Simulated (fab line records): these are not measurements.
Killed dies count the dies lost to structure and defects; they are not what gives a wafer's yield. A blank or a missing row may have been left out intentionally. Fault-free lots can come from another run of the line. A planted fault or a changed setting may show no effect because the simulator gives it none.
What tool caused it? -- flow n5_finfet -- 24 lots with 72 wafers sampled at 5 steps, on a route of 1938 steps

WHAT THE GAUGES SHOWED, per wafer
N5_ILD0_THK_MEAS_08. Usual: 138.9 nm for thk_nm, sd 0.91.
lot,measured,on,thk_nm (nm),flag
L074,day 3 14:16,film_metro-01,137.7 138.2 138.2,
L075,day 3 19:32,film_metro-01,139.1 139.5 139.2,
L076,day 4 00:14,film_metro-01,139.3 139.6 139.9,
L077,day 4 10:33,film_metro-01,139.2 137.3 139.7,
L078,day 4 13:37,film_metro-02,139.3 138.6 137.7,
L079,day 4 20:41,film_metro-02,138.1 139.5 139.3,
L080,day 5 04:26,film_metro-01,137.7 137.8 137.2,
L081,day 5 12:31,film_metro-02,139.1 137.9 138.3,
L082,day 5 13:47,film_metro-02,137.6 138.9 138.3,
L083,day 5 22:16,film_metro-02,138.7 139.5 137.7,
L084,day 6 01:31,film_metro-02,139.0 137.9 140.1,
L085,day 6 09:31,film_metro-02,137.1 138.8 139.7,
L086,day 6 20:41,film_metro-02,140.1 140.7 140.8,
L087,day 7 00:11,film_metro-02,139.2 139.8 140.2,
L088,day 7 01:21,film_metro-02,138.6 138.9 137.9,
L089,day 7 19:00,film_metro-01,138.8 139.5 139.8,
L090,day 7 19:23,film_metro-02,138.0 138.7 138.7,
L091,day 7 21:59,film_metro-01,138.0 139.8 139.0,
L092,day 8 02:37,film_metro-01,139.2 138.7 138.3,
L093,day 8 07:23,film_metro-01,138.5 139.4 138.9,
L094,day 8 18:46,film_metro-02,139.7 139.4 140.6,
L095,day 8 19:20,film_metro-01,138.5 138.6 138.0,
L096,day 9 03:17,film_metro-02,138.2 137.4 138.0,
L097,day 9 07:34,film_metro-01,139.3 139.0 139.1,

N5_MOL_CONTACT_COAG_INSPECT_10: inspects for defects (brightfield). Usual: 72 for raw_defect_count, sd 23.
lot,measured,on,raw_defect_count,flag
L074,day 4 19:36,defect_inspect-02,65 64 72,
L075,day 4 23:26,defect_inspect-02,61 56 67,
L076,day 5 03:44,defect_inspect-02,59 65 74,
L077,day 5 13:31,defect_inspect-02,55 122 84,
L078,day 5 15:10,defect_inspect-01,47 63 101,
L079,day 6 01:04,defect_inspect-02,89 54 63,
L080,day 6 05:31,defect_inspect-02,87 62 36,
L081,day 6 13:11,defect_inspect-02,64 79 48,
L082,day 6 16:08,defect_inspect-01,53 58 51,
L083,day 7 03:32,defect_inspect-02,73 51 71,
L084,day 7 08:31,defect_inspect-02,106 91 52,
L085,day 7 12:02,defect_inspect-01,116 40 100,
L086,day 7 22:11,defect_inspect-01,75 36 63,
L087,day 8 02:02,defect_inspect-01,53 36 64,
L088,day 8 04:04,defect_inspect-01,70 103 102,
L089,day 8 21:46,defect_inspect-02,54 47 47,
L090,day 8 22:30,defect_inspect-01,72 46 73,
L091,day 9 00:23,defect_inspect-02,63 68 55,
L092,day 9 05:10,defect_inspect-01,76 68 49,
L093,day 9 09:47,defect_inspect-01,124 118 114,
L094,day 9 19:53,defect_inspect-01,57 95 88,
L095,day 9 21:23,defect_inspect-01,116 101 61,
L096,day 10 07:49,defect_inspect-02,91 73 43,
L097,day 10 11:16,defect_inspect-01,90 74 87,

EACH LOT AND THE TOOL THAT RAN IT (in order: tool; ch and the chambers of the sampled wafers; start)
lot,N5_DUMMY_REMOVAL_STRIP_10,N5_GATE_CUT_STRIP_59,N5_GATE_CUT_CMP_02
L074,"rie_diel-03 ch 1,3, day 4 00:47","rie_diel-04 ch 1,3, day 4 11:32","cmp-04 ch 0,2,3, day 4 14:32"
L075,"rie_diel-06 ch 1,2,3, day 4 03:43","rie_diel-06 ch 0,1,3, day 4 14:15","cmp-04 ch 0,2,3, day 4 16:44"
L076,"rie_diel-03 ch 0,3, day 4 08:53","rie_diel-06 ch 0,2,3, day 4 18:55","cmp-04 ch 1,2,3, day 4 23:13"
L077,"rie_diel-06 ch 1,2, day 4 19:43","rie_diel-04 ch 0,1,3, day 5 06:11","cmp-01 ch 0,3, day 5 08:46"
L078,"rie_diel-04 ch 1,2, day 4 21:20","rie_diel-04 ch 0,3, day 5 08:03","cmp-01 ch 2,3, day 5 10:33"
L079,"rie_diel-04 ch 1,2,3, day 5 06:56","rie_diel-04 ch 1,2,3, day 5 17:34","cmp-03 ch 0,1,2, day 5 20:03"
L080,"rie_diel-06 ch 0,2, day 5 12:40","rie_diel-06 ch 0,2, day 5 22:19","cmp-04 ch 0,1,3, day 6 00:50"
L081,"rie_diel-04 ch 0,1, day 5 20:07","rie_diel-06 ch 0,2,3, day 6 05:56","cmp-04 ch 1,2,3, day 6 08:29"
L082,"rie_diel-06 ch 0, day 5 22:27","rie_diel-03 ch 0,1, day 6 08:37","cmp-04 ch 1,2,3, day 6 11:11"
L083,"rie_diel-06 ch 0,3, day 6 06:03","rie_diel-06 ch 2,3, day 6 17:17","cmp-04 ch 2,3, day 6 19:47"
L084,"rie_diel-03 ch 0,1,3, day 6 09:23","rie_diel-06 ch 0,2, day 6 19:43","cmp-04 ch 1,2,3, day 6 22:13"
L085,"rie_diel-06 ch 0,2,3, day 6 17:23","rie_diel-04 ch 0,1,2, day 7 03:13","cmp-03 ch 0,1,3, day 7 05:52"
L086,"rie_diel-06 ch 0,2, day 7 04:38","rie_diel-04 ch 0,1,3, day 7 14:59","cmp-03 ch 0,2, day 7 17:28"
L087,"rie_diel-04 ch 1,2, day 7 08:35","rie_diel-03 ch 0,1,2, day 7 18:59","cmp-01 ch 1,3, day 7 21:28"
L088,"rie_diel-03 ch 0,1, day 7 10:02","rie_diel-03 ch 0,1,3, day 7 20:11","cmp-04 ch 0,3, day 7 22:59"
L089,"rie_diel-04 ch 1,2, day 8 03:34","rie_diel-04 ch 1,3, day 8 13:47","cmp-03 ch 0,2,3, day 8 16:17"
L090,"rie_diel-03 ch 0,1,3, day 8 04:02","rie_diel-04 ch 2,3, day 8 14:40","cmp-03 ch 0,1, day 8 17:35"
L091,"rie_diel-04 ch 2,3, day 8 05:59","rie_diel-06 ch 0,1,3, day 8 16:45","cmp-04 ch 1,3, day 8 19:16"
L092,"rie_diel-03 ch 1,2,3, day 8 10:23","rie_diel-03 ch 0,3, day 8 20:52","cmp-04 ch 0,1,2, day 9 00:37"
L093,"rie_diel-03 ch 0,1,3, day 8 16:15","rie_diel-03 ch 1,2,3, day 9 02:08","cmp-01 ch 0,2,3, day 9 05:08"
L094,"rie_diel-03 ch 2,3, day 9 02:46","rie_diel-03 ch 1,2, day 9 12:45","cmp-01 ch 0,3, day 9 15:18"
L095,"rie_diel-06 ch 0,1,3, day 9 03:37","rie_diel-03 ch 0,1, day 9 13:21","cmp-03 ch 0,1, day 9 16:38"
L096,"rie_diel-06 ch 0,2,3, day 9 11:47","rie_diel-04 ch 0,1,2, day 9 21:53","cmp-01 ch 0,1,3, day 10 00:26"
L097,"rie_diel-06 ch 0,2,3, day 9 15:34","rie_diel-06 ch 0,2,3, day 10 01:34","cmp-04 ch 0,2,3, day 10 06:16"
- N5_DUMMY_REMOVAL_STRIP_10: strips in N2/H2, time 40 s.
- N5_GATE_CUT_STRIP_59: strips in N2/H2, time 20 s.
- N5_GATE_CUT_CMP_02: polishes, stops on SiO2, t overpolish 12.7 s, target thk 0 nm.

WHAT THE TOOLS THEMSELVES READ (means of the sampled wafers that have a number; where no wafer has one, the mark that the record gives instead)
N5_DUMMY_REMOVAL_STRIP_10. Usual: drypump_motor_current_A 5.8 A, standard deviation 0.35; oes_product_au 0.78 a.u., standard deviation 0.09; rf_vpp_V 45.3 V, standard deviation 0.9; showerhead_plenum_p_Torr 3.41 Torr, standard deviation 0.081; throttle_valve_pct 12.2 %, standard deviation 0.31.
lot,tool,drypump_motor_current_A (A),oes_product_au (a.u.),rf_vpp_V (V),showerhead_plenum_p_Torr (Torr),throttle_valve_pct (%),flag
L074,rie_diel-03,6.3,0.78,44.9,3.51,12.2,
L075,rie_diel-06,5.6,0.75,45.8,3.42,12.4,
L076,rie_diel-03,5.8,0.90,45.0,3.38,11.7,
L077,rie_diel-06,5.4,0.81,45.5,3.40,12.4,
L078,rie_diel-04,5.6,0.80,44.2,3.36,12.3,
L079,rie_diel-04,5.5,0.78,45.7,3.39,12.2,
L080,rie_diel-06,5.6,0.76,45.0,3.47,12.3,
L081,rie_diel-04,5.8,0.69,45.3,3.44,12.5,
L082,rie_diel-06,5.8,0.71,45.1,3.48,12.3,
L083,rie_diel-06,5.8,0.68,45.3,3.47,12.3,
L084,rie_diel-03,6.0,0.82,45.7,3.44,12.1,
L085,rie_diel-06,5.6,0.73,46.0,3.45,12.3,
L086,rie_diel-06,5.4,0.80,45.9,3.44,12.3,
L087,rie_diel-04,5.7,0.78,45.0,3.35,12.3,
L088,rie_diel-03,5.8,0.85,45.4,3.37,11.9,
L089,rie_diel-04,5.6,0.77,44.6,3.34,12.3,
L090,rie_diel-03,6.1,0.80,45.1,3.44,12.1,
L091,rie_diel-04,5.5,0.80,45.5,3.35,12.2,
L092,rie_diel-03,6.3,0.81,45.5,3.44,12.2,
L093,rie_diel-03,6.0,0.81,45.3,3.43,12.1,
L094,rie_diel-03,6.3,0.81,45.4,3.43,12.0,
L095,rie_diel-06,5.8,0.77,46.4,3.42,12.3,
L096,rie_diel-06,5.6,0.80,45.6,3.44,12.1,
L097,rie_diel-06,5.6,0.80,44.7,3.44,12.1,

N5_GATE_CUT_STRIP_59. Usual: drypump_motor_current_A 5.8 A, standard deviation 0.34; oes_product_au 0.78 a.u., standard deviation 0.086; rf_vpp_V 45.3 V, standard deviation 0.88; showerhead_plenum_p_Torr 3.40 Torr, standard deviation 0.082; throttle_valve_pct 12.3 %, standard deviation 0.3.
lot,tool,drypump_motor_current_A (A),oes_product_au (a.u.),rf_vpp_V (V),showerhead_plenum_p_Torr (Torr),throttle_valve_pct (%),flag
L074,rie_diel-04,5.5,0.78,46.1,3.44,12.2,
L075,rie_diel-06,5.8,0.70,44.5,3.44,12.4,
L076,rie_diel-06,5.6,0.75,45.1,3.46,12.3,
L077,rie_diel-04,5.8,0.73,45.8,3.41,12.4,
L078,rie_diel-04,6.0,0.72,45.6,3.36,12.5,
L079,rie_diel-04,5.6,0.78,45.5,3.39,12.2,
L080,rie_diel-06,5.4,0.80,45.2,3.45,12.3,
L081,rie_diel-06,5.6,0.74,46.6,3.45,12.3,
L082,rie_diel-03,5.9,0.80,45.3,3.44,12.3,
L083,rie_diel-06,5.4,0.79,45.5,3.43,12.3,
L084,rie_diel-06,5.6,0.75,44.4,3.46,12.3,
L085,rie_diel-04,5.8,0.73,45.7,3.36,12.4,
L086,rie_diel-04,5.8,0.72,44.7,3.40,12.4,
L087,rie_diel-03,6.0,0.87,44.8,3.37,12.0,
L088,rie_diel-03,6.0,0.81,45.6,3.44,12.1,
L089,rie_diel-04,5.5,0.75,45.3,3.42,12.2,
L090,rie_diel-04,5.6,0.81,45.2,3.31,12.2,
L091,rie_diel-06,5.8,0.77,45.6,3.42,12.3,
L092,rie_diel-03,6.1,0.80,46.3,3.43,11.9,
L093,rie_diel-03,6.3,0.80,45.8,3.43,12.2,
L094,rie_diel-03,6.2,0.79,44.9,3.43,12.4,
L095,rie_diel-03,5.9,0.79,45.2,3.43,12.3,
L096,rie_diel-04,5.8,0.81,46.0,3.35,12.3,
L097,rie_diel-06,5.6,0.80,46.0,3.44,12.2,

N5_GATE_CUT_CMP_02. Usual: motor_current_A 8.9 A, standard deviation 0.91; overpolish_run_s 12.700 s, standard deviation 0.0083; time_to_endpoint_s 25.9 s, standard deviation 2.2.
lot,tool,motor_current_A (A),overpolish_run_s (s),time_to_endpoint_s (s),flag
L074,cmp-04,8.6,12.698,20.3,
L075,cmp-04,8.5,12.706,23.1,
L076,cmp-04,9.1,12.695,29.2,
L077,cmp-01,8.7,12.692,24.7,
L078,cmp-01,8.3,12.705,25.4,
L079,cmp-03,9.2,12.708,26.7,
L080,cmp-04,8.5,12.694,27.6,
L081,cmp-04,8.7,12.696,27.9,
L082,cmp-04,8.6,12.707,28.4,
L083,cmp-04,8.6,12.701,27.9,
L084,cmp-04,8.7,12.696,25.7,
L085,cmp-03,9.7,12.699,26.9,
L086,cmp-03,10.0,12.701,26.1,
L087,cmp-01,8.3,12.704,25.3,
L088,cmp-04,8.7,12.702,26.8,
L089,cmp-03,10.6,12.700,26.5,
L090,cmp-03,9.0,12.701,24.5,
L091,cmp-04,8.8,12.703,27.1,
L092,cmp-04,9.0,12.695,26.5,
L093,cmp-01,8.5,12.702,26.0,
L094,cmp-01,9.0,12.699,24.2,
L095,cmp-03,8.6,12.696,23.9,
L096,cmp-01,8.6,12.696,25.7,
L097,cmp-04,8.7,12.699,25.1,

THE ANSWER, worked out from the rows above alone
Rule: lot off if the mean of its wafers having a number is beyond 3 standard deviations from the usual mean. A lot without any number at a reading at which 4 lots or more have one is off too. Any other lot the step has rows for is counted as sound. The gauges are gone through in route order, then the tools' own readings, and for those a lot's mean is taken as printed above. The first step at which some lot is off is used, and at that step the reading that is off furthest; a lot without a number counts as furthest.
No lot is off on any of the readings shown, so nothing can be concluded from this.

WHAT THE SIMULATOR PUT IN
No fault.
